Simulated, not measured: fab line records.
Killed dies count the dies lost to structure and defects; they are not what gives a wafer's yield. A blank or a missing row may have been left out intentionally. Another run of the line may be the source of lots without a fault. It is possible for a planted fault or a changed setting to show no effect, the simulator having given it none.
Chamber matching :: flow n5 finfet :: N5_BEOL_M0_SAQP_SPACER1_ETCHBACK_99 on rie diel-03: 4 sister chambers
The step etches SiO2 in CHF3/O2, target depth 15.4 nm, time 7.7 s. 18 wafers are shown with their chamber, then 9 later ones without.

EACH WAFER AND ITS CHAMBER
wafer: L076.1
chamber: 2
showerhead plenum p Torr (Torr): 2.41
rf vpp V (V): 522
throttle valve pct (%): 19.14

wafer: L076.4
chamber: 0
showerhead plenum p Torr (Torr): 2.42
rf vpp V (V): 530
throttle valve pct (%): 18.98

wafer: L076.5
chamber: 3
showerhead plenum p Torr (Torr): 2.40
rf vpp V (V): 515
throttle valve pct (%): 19.25

wafer: L078.1
chamber: 1
showerhead plenum p Torr (Torr): 2.27
rf vpp V (V): 533
throttle valve pct (%): 19.32

wafer: L078.2
chamber: 2
showerhead plenum p Torr (Torr): 2.41
rf vpp V (V): 521
throttle valve pct (%): 19.17

wafer: L078.3
chamber: 3
showerhead plenum p Torr (Torr): 2.40
rf vpp V (V): 514
throttle valve pct (%): 19.26

wafer: L079.2
chamber: 2
showerhead plenum p Torr (Torr): 2.41
rf vpp V (V): 521
throttle valve pct (%): 19.17

wafer: L079.4
chamber: 1
showerhead plenum p Torr (Torr): 2.27
rf vpp V (V): 532
throttle valve pct (%): 19.31

wafer: L079.6
chamber: 3
showerhead plenum p Torr (Torr): 2.40
rf vpp V (V): 514
throttle valve pct (%): 19.26

wafer: L081.2
chamber: 2
showerhead plenum p Torr (Torr): 2.41
rf vpp V (V): 521
throttle valve pct (%): 19.18

wafer: L081.3
chamber: 0
showerhead plenum p Torr (Torr): 2.41
rf vpp V (V): 532
throttle valve pct (%): 19.02

wafer: L081.5
chamber: 0
showerhead plenum p Torr (Torr): 2.41
rf vpp V (V): 530
throttle valve pct (%): 19.00

wafer: L083.2
chamber: 3
showerhead plenum p Torr (Torr): 2.40
rf vpp V (V): 515
throttle valve pct (%): 19.27

wafer: L083.3
chamber: 0
showerhead plenum p Torr (Torr): 2.41
rf vpp V (V): 531
throttle valve pct (%): 19.04

wafer: L083.5
chamber: 2
showerhead plenum p Torr (Torr): 2.40
rf vpp V (V): 521
throttle valve pct (%): 19.17

wafer: L086.2
chamber: 2
showerhead plenum p Torr (Torr): 2.40
rf vpp V (V): 522
throttle valve pct (%): 19.19

wafer: L086.3
chamber: 0
showerhead plenum p Torr (Torr): 2.41
rf vpp V (V): 530
throttle valve pct (%): 19.02

wafer: L086.4
chamber: 3
showerhead plenum p Torr (Torr): 2.40
rf vpp V (V): 516
throttle valve pct (%): 19.29

SIGNATURES (means of the wafers above)
reading: showerhead plenum p Torr
chamber 0: 2.4120
chamber 1: 2.2700
chamber 2: 2.4067
chamber 3: 2.4000
scatter within a chamber: 0.0039

reading: rf vpp V
chamber 0: 530.60
chamber 1: 532.50
chamber 2: 521.33
chamber 3: 514.80
scatter within a chamber: 0.748

reading: throttle valve pct
chamber 0: 19.0120
chamber 1: 19.3150
chamber 2: 19.1700
chamber 3: 19.2660
scatter within a chamber: 0.0178
Rule: a wafer lies at a distance from a chamber equal to the root of the sum of squares, over the readings, of (its reading less the chamber's mean, divided by the reading's scatter). The wafer belongs to the nearest chamber; if the next one is less than 2 further off, it can't be placed. How the scatter is found: for the shown wafers, subtract from each reading the mean of its chamber, square and add these, divide the total by (wafers less chambers), then take the root.

WAFERS MISSING THEIR CHAMBER
wafer: L092.4
showerhead plenum p Torr (Torr): 2.55
rf vpp V (V): 543
throttle valve pct (%): 18.96

wafer: L092.5
showerhead plenum p Torr (Torr): 2.39
rf vpp V (V): 515
throttle valve pct (%): 19.31

wafer: L092.6
showerhead plenum p Torr (Torr): 2.40
rf vpp V (V): 520
throttle valve pct (%): 19.21

wafer: L093.1
showerhead plenum p Torr (Torr): 2.39
rf vpp V (V): 516
throttle valve pct (%): 19.31

wafer: L093.2
showerhead plenum p Torr (Torr): 2.41
rf vpp V (V): 531
throttle valve pct (%): 19.06

wafer: L093.4
showerhead plenum p Torr (Torr): 2.40
rf vpp V (V): 520
throttle valve pct (%): 19.21

wafer: L094.1
showerhead plenum p Torr (Torr): 2.55
rf vpp V (V): 543
throttle valve pct (%): 18.96

wafer: L094.2
showerhead plenum p Torr (Torr): 2.39
rf vpp V (V): 516
throttle valve pct (%): 19.30

wafer: L094.3
showerhead plenum p Torr (Torr): 2.39
rf vpp V (V): 521
throttle valve pct (%): 19.21

WHICH CHAMBER EACH WENT THROUGH
wafer: L092.4
from the rows above: 0
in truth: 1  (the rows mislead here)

wafer: L092.5
from the rows above: 3
in truth: 3

wafer: L092.6
from the rows above: 2
in truth: 2

wafer: L093.1
from the rows above: 3
in truth: 3

wafer: L093.2
from the rows above: 0
in truth: 0

wafer: L093.4
from the rows above: 2
in truth: 2

wafer: L094.1
from the rows above: 0
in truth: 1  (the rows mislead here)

wafer: L094.2
from the rows above: 3
in truth: 3

wafer: L094.3
from the rows above: 2
in truth: 2
Correct placement for 7 of the 9. Can't be placed from these rows: 0. Wrongly placed: 2.
